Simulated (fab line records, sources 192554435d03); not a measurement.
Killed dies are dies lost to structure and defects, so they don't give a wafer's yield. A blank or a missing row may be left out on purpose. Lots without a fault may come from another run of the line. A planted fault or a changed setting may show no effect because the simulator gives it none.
Split-lot experiment | flow n5_finfet | 7 lots, 21 wafers read, on a route of 1938 steps

THE SPLIT
At N5_BEOL_M6_HM_DEP_02 (deposits TiN, target thk 20 nm), the setting target_thk_a was moved away from the recipe's 200 angstrom on 8 of the 21 wafers read, by -12.8% to +4.2%. The other wafers ran this setting at the recipe's value.

FROM THE SPLIT TO THE READING: what the file shows between them, 8 steps
- N5_BEOL_M6_COAT_60: time 60 s, resist thk 35 nm (also split here: spin_rpm)
- N5_BEOL_M6_COAT_05: resist thk 90 nm
- N5_BEOL_M6_EBR_07
- N5_BEOL_M6_DESCUM_16: chemistry O2, time 7.9 s
- N5_BEOL_M6_ETCH_61: etches SiARC in CF4, target depth 45.5 nm, time 75.8 s
- N5_BEOL_M6_ETCH_62: etches SOC in N2/H2, target depth 110 nm, overetch 22 nm, time 165 s
- N5_BEOL_M6_STRIP_68: strips in N2/H2
- N5_BEOL_M6_STRIP_67: strips in CF4

THE READING
etch.depth_nm (the simulator's own value, which no gauge read), in nm, at N5_BEOL_M6_HM_OPEN_17 (chemistry Cl2/BCl3, target TiN, target depth 20 nm, overetch 6 nm). The file gives no usual value for it. The 13 wafers here that ran the recipe average 19.98 nm, standard deviation 0.17 nm.

wafer  | tool, chamber at the split | target_thk_a as run, angstrom | against the recipe | etch.depth_nm, nm | against lot-mates on the recipe
L076.3 | pvd_sputter-03, -          | 200                           | recipe             | 19.64             | -
L076.4 | pvd_sputter-03, -          | 189.1                         | -5.4%              | 19.17             | -0.61
L076.6 | pvd_sputter-03, -          | 200                           | recipe             | 19.93             | -
L090.1 | pvd_sputter-01, -          | 200                           | recipe             | 19.94             | -
L090.2 | pvd_sputter-01, -          | 183.4                         | -8.3%              | 18.64             | -1.30
L090.3 | pvd_sputter-01, -          | 183.4                         | -8.3%              | 18.5              | -1.44
L092.1 | pvd_sputter-03, -          | 200                           | recipe             | 19.97             | -
L092.5 | pvd_sputter-03, -          | 200                           | recipe             | 20.19             | -
L092.6 | pvd_sputter-03, -          | 200                           | recipe             | 19.96             | -
L094.2 | pvd_sputter-03, -          | 174.3                         | -12.8%             | 17.38             | -2.64
L094.3 | pvd_sputter-03, -          | 174.3                         | -12.8%             | 17.36             | -2.66
L094.6 | pvd_sputter-03, -          | 200                           | recipe             | 20.02             | -
L091.1 | pvd_sputter-01, -          | 200                           | recipe             | 19.99             | -
L091.3 | pvd_sputter-01, -          | 208.3                         | +4.2%              | 21.33             | +1.34
L091.6 | pvd_sputter-01, -          | 208.3                         | +4.2%              | 20.96             | +0.97
L095.4 | pvd_sputter-01, -          | 200                           | recipe             | 20.27             | -
L095.5 | pvd_sputter-01, -          | 200                           | recipe             | 20.26             | -
L095.6 | pvd_sputter-01, -          | 200                           | recipe             | 19.86             | -
L096.1 | pvd_sputter-03, -          | 200                           | recipe             | 19.8              | -
L096.3 | pvd_sputter-03, -          | 200                           | recipe             | 19.97             | -
L096.4 | pvd_sputter-03, -          | 192.7                         | -3.7%              | 19.25             | -0.63

THE FIT
A straight line over all 21 wafers: etch.depth_nm changes by +0.202 nm for each +1% of target_thk_a; r = +0.98; the points scatter about the line by 0.2 nm.
The same after taking each lot's own level away (the mean of its wafers on the recipe; 21 wafers): +0.201 nm for each +1%; r = +0.98; scatter 0.2 nm.
On that fit, the largest move of target_thk_a shifts the reading by 2.6 nm.
The lots' own levels span 19.785 to 20.130 nm, that is 2.0 times the standard deviation above.
So the lot-to-lot level changes the slope little: the two slopes agree.
Check: with one of the wafers moved furthest among these (-12.8%) left out of the fit, the line predicts -2.44 nm for it against its lot-mates. It came out at -2.64 nm against them.

OTHER SPLITS ON THESE WAFERS
These wafers also went through other splits before the reading. Each is held against what the fit with the lots' levels taken away leaves over:
other split on the same wafers   | wafers away from the commonest value | r with etch.depth_nm (lot level and that fit taken away)
N5_BEOL_M4_DESCUM_33 time_s      | 6                                    | +0.10
N5_BEOL_M4_ETCH_69 cf4_flow_sccm | 6                                    | +0.07
N5_BEOL_M6_COAT_60 spin_rpm      | 4                                    | +0.09

THE WHOLE CHAIN: every reading that the file lists as answering this split, in the file's order
step                  | what it does                                                      | reading                                                                          | change (the file's fit)               | r (the file's)
N5_BEOL_M6_HM_DEP_02  | deposits TiN, target thk 20 nm                                    | TiN_of_BEOL_M6_HM_DEP_02.thk_nm (the simulator's own value, which no gauge read) | +0.193 nm for each +1% of the setting | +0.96
N5_BEOL_M6_HM_OPEN_17 | chemistry Cl2/BCl3, target TiN, target depth 20 nm, overetch 6 nm | etch.depth_nm (the simulator's own value, which no gauge read)                   | +0.19 nm for each +1% of the setting  | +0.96

THE FILE'S OWN FIT
etch.depth_nm changes by +0.19 nm for each +1% of target_thk_a, r = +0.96.
